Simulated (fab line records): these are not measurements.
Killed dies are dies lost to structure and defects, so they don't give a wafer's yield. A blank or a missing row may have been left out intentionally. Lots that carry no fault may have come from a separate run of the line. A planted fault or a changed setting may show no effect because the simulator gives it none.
Chamber matching -- flow n5_finfet -- rie_diel-01 running N5_BEOL_M5_ETCH_68: 4 sister chambers
The step etches SOC in N2/H2, target depth 80 nm, overetch 16 nm, time 120 s. 4 wafers are shown with their chamber, then 9 later ones without.

== WAFERS PAIRED WITH THEIR CHAMBERS ==
wafer,chamber,showerhead_plenum_p_Torr (Torr)
L083.6,2,2.62
L085.4,3,2.43
L085.5,0,2.59
L085.6,1,2.44

== WAFERS WITH NO CHAMBER GIVEN ==
wafer,showerhead_plenum_p_Torr (Torr)
L087.2,2.43
L087.3,2.58
L087.6,2.43
L091.2,2.58
L091.4,2.43
L091.5,2.62
L095.1,2.58
L095.3,2.43
L095.5,2.61

== THE CHAMBER EACH PASSED THROUGH ==
wafer,from the rows above,in truth
L087.2,can't be placed: 3 or 1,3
L087.3,0,0
L087.6,can't be placed: 3 or 1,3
L091.2,0,0
L091.4,can't be placed: 3 or 1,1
L091.5,2,2
L095.1,0,0
L095.3,can't be placed: 3 or 1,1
L095.5,can't be placed: 2 or 0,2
Correctly placed: 4 of 9. Unplaceable from these rows: 5, with the true chamber sitting among the candidates in 5. Number placed wrongly: 0.
How it was worked out, from the rows above alone: a wafer's distance from a chamber is the root of the sum, over the readings, of the square of ((its reading less the chamber's mean) divided by the reading's scatter). If the next closest chamber is less than 2 further off than the closest, the wafer can't be placed; otherwise it belongs to the closest. A chamber's mean is the mean of its shown wafers. The scatter: with one shown wafer a chamber, the root of the mean of the squares of how far each hidden wafer lies from its nearest shown one.
